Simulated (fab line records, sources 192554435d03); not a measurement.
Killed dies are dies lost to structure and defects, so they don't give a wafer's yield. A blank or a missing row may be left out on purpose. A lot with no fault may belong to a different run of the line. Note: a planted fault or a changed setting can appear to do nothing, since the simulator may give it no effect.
Chamber matching | flow n5Finfet | 4 sister chambers for N5_BEOL_M2_DESCUM_33 on rieDiel-01
The step chemistry O2, time 7 s. 8 wafers are shown with their chamber, then 7 later ones without.

WAFERS PAIRED WITH THEIR CHAMBERS
wafer  | chamber | drypumpMotorCurrentA (A) | showerheadPlenumPTorr (Torr)
L075.2 | 1       | 5.3                      | 2.16
L076.3 | 2       | 5.9                      | 2.21
L076.5 | 3       | 5.2                      | 2.13
L080.1 | 0       | 5.9                      | 2.24
L080.2 | 1       | 5.3                      | 2.15
L080.4 | 2       | 5.9                      | 2.21
L084.3 | 3       | 5.3                      | 2.13
L084.5 | 0       | 5.9                      | 2.23

WAFERS WHOSE CHAMBER IS MISSING
wafer  | drypumpMotorCurrentA (A) | showerheadPlenumPTorr (Torr)
L084.6 | 5.3                      | 2.14
L093.1 | 5.3                      | 2.14
L093.2 | 5.9                      | 2.20
L093.6 | 5.2                      | 2.12
L095.2 | 5.9                      | 2.22
L095.3 | 5.3                      | 2.12
L095.6 | 5.9                      | 2.22

WHICH CHAMBER EACH ONE RAN IN
wafer  | from the rows above     | in truth
L084.6 | can't be placed: 3 or 1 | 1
L093.1 | can't be placed: 3 or 1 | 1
L093.2 | 2                       | 2
L093.6 | 3                       | 3
L095.2 | can't be placed: 2 or 0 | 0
L095.3 | 3                       | 3
L095.6 | can't be placed: 2 or 0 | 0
Correct placement for 3 of the 7. From these rows, 4 cannot be placed; in 4 the true chamber is one of the candidates. Number placed wrongly: 0.
How it was worked out, from the rows above alone: a wafer's distance from a chamber is the root of the sum, over the readings, of the square of ((its reading less the chamber's mean) divided by the reading's scatter). The wafer belongs to the nearest chamber; if the next one is less than 2 further off, it can't be placed. For every chamber, the mean is computed from those of its wafers that are shown. The scatter: the root of (the sum of the squares of (reading less its chamber's mean) over the shown wafers, divided by (wafers less chambers)).
